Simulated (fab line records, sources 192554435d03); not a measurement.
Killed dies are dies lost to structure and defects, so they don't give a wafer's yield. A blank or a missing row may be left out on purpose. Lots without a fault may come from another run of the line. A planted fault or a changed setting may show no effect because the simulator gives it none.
Chamber matching | flow n5_finfet | N5_GATE_CUT_PECVD_57 on pecvd-03: 3 sister chambers
The step deposits SiNx from SiH4/NH3/N2, target thk 21 nm. 6 wafers are shown with their chamber, then 10 later ones without.

WAFERS WITH THEIR CHAMBER
wafer  | chamber | throttle_valve_pct (%) | showerhead_plenum_p_Torr (Torr)
L084.2 | 1       | 40.2                   | 5.15
L084.6 | 1       | 40.3                   | 5.14
L088.4 | 2       | 38.2                   | 5.11
L088.6 | 0       | 38.9                   | 5.16
L093.2 | 0       | 39.0                   | 5.16
L093.4 | 2       | 38.1                   | 5.12

WAFERS WITHOUT THEIR CHAMBER
wafer  | throttle_valve_pct (%) | showerhead_plenum_p_Torr (Torr)
L093.6 | 39.1                   | 5.15
L094.1 | 40.3                   | 5.14
L094.5 | 38.3                   | 5.13
L094.6 | 40.0                   | 5.14
L095.2 | 38.3                   | 5.12
L095.4 | 39.0                   | 5.15
L095.6 | 40.5                   | 5.15
L097.2 | 38.2                   | 5.11
L097.3 | 40.2                   | 5.16
L097.5 | 38.3                   | 5.11

WHICH CHAMBER EACH WENT THROUGH
wafer  | from the rows above | in truth
L093.6 | 0                   | 0
L094.1 | 1                   | 1
L094.5 | 2                   | 2
L094.6 | 1                   | 1
L095.2 | 2                   | 2
L095.4 | 0                   | 0
L095.6 | 1                   | 1
L097.2 | 2                   | 2
L097.3 | 1                   | 1
L097.5 | 2                   | 2
Placed correctly: 10 of 10. Can't be placed from these rows: 0. Placed wrongly: 0.
How it was worked out, from the rows above alone: a wafer's distance from a chamber is the root of the sum, over the readings, of the square of ((its reading less the chamber's mean) divided by the reading's scatter). The wafer belongs to the nearest chamber; if the next one is less than 2 further off, it can't be placed. A chamber's mean is the mean of its shown wafers. The scatter: the root of (the sum of the squares of (reading less its chamber's mean) over the shown wafers, divided by (wafers less chambers)).
